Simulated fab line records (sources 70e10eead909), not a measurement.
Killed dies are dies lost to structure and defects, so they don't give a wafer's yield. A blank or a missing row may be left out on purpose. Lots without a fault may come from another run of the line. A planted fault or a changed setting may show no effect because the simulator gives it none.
Struck lot and sound lot, side by side || flow nand_harc || 15 out of 1302 route steps
Sound: these wafers, L764.1, L764.2, L764.6. The struck wafers were L767.2, L767.4, L767.6. Last of all comes the cause.
Per side, at each step with rows, come the tool, then ch with its chambers, and then its first start. Under that, the readings that differ: sound wafers || struck wafers || difference of the means || sigmas: that difference in standard deviations of wafers without a fault.
alike: a reading whose means differ by less than 2 such deviations, as well as words and numbers matching on both sides. not compared: withheld readings; readings where some wafer has no value; bounds like >300 that might hide an equal value; numbers whose values overlap and for which the record gives no deviation.
The two part at a step that has a row with sigmas, a row that says differs or no value, or rows on one side only. Numbers that have no deviation but don't overlap get no sigmas and don't part them. A reading that every wafer of one side lacks parts them only if that side has two wafers or more.

NHARC_THIN_TSV_GRIND_00:
  sound on grinder-01 ch 0, day 25 05:55; struck on grinder-01 ch 0, day 26 17:22
  alike: motor_current_A
NHARC_THIN_TSV_CMP_01: polishes.
  sound on cmp-04 ch 0,1,2, day 25 07:08; struck on cmp-03 ch 1,2, day 26 18:23
  alike: motor_current_A
NHARC_THIN_TSV_THK_MEAS_02: measures by ir.
  struck on film_metro-02, day 26 18:39; sound on film_metro-01, day 25 07:24
  alike: thk_nm
then, 3 steps without rows for these wafers: NHARC_THIN_TSV_SRD_03; NHARC_THIN_TSV_PRECLEAN_41 (cleans in SC1); NHARC_THIN_TSV_SRD_42.
NHARC_THIN_TSV_DEP_43: deposits SiO2, target thk 1328.5 nm.
  sound on pecvd-02 ch 0,1,2, day 25 07:37; struck on pecvd-02 ch 0,1, day 26 18:56
  alike: throttle_valve_pct
then, 5 steps without rows for these wafers: NHARC_THIN_TSV_DEHYDRATE_04 (time 120 s); NHARC_THIN_TSV_HMDS_05 (time 30 s); NHARC_THIN_TSV_COAT_06; NHARC_THIN_TSV_SOFTBAKE_07 (time 95 s); NHARC_THIN_TSV_EBR_08.
NHARC_THIN_TSV_EXPOSE_09: exposes mask TSV.
  sound on krf_scanner-01 ch 0, day 25 08:17; struck on krf_scanner-01 ch 0, day 26 19:34
{"reading": "exposure_dose_mJ_cm2", "sound": "30.70 30.62 30.68", "struck": "28.45 28.43 28.45", "difference": -2.22, "sigmas": -15}
  alike: mask
then, 1 step without rows for these wafers: NHARC_THIN_TSV_PEB_10 (peb time 85 s).
NHARC_END_SORT_01:
  sound on prober-02 ch 0, day 26 01:26; struck on prober-01 ch 0, day 27 11:32
  alike: defect_limited_yield, killed_at_array, killed_at_other, killed_at_periphery, killed_dies, killed_open, killed_short, sort_bin_2_pct, sort_bin_3_pct, sort_bin_4_pct, sort_n_pass, sort_rim_yield_pct, sort_yield_pct

## WHERE THEY PART
At NHARC_THIN_TSV_EXPOSE_09 and nowhere else, as far as this record goes. Later steps at which nothing parts them and some readings are alike: NHARC_END_SORT_01.

WHY: what had been put in by the simulator
Process parameters drifting: krf_scanner-01 at NHARC_THIN_TSV_EXPOSE_09, beginning at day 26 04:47. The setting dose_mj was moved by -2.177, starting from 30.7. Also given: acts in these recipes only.
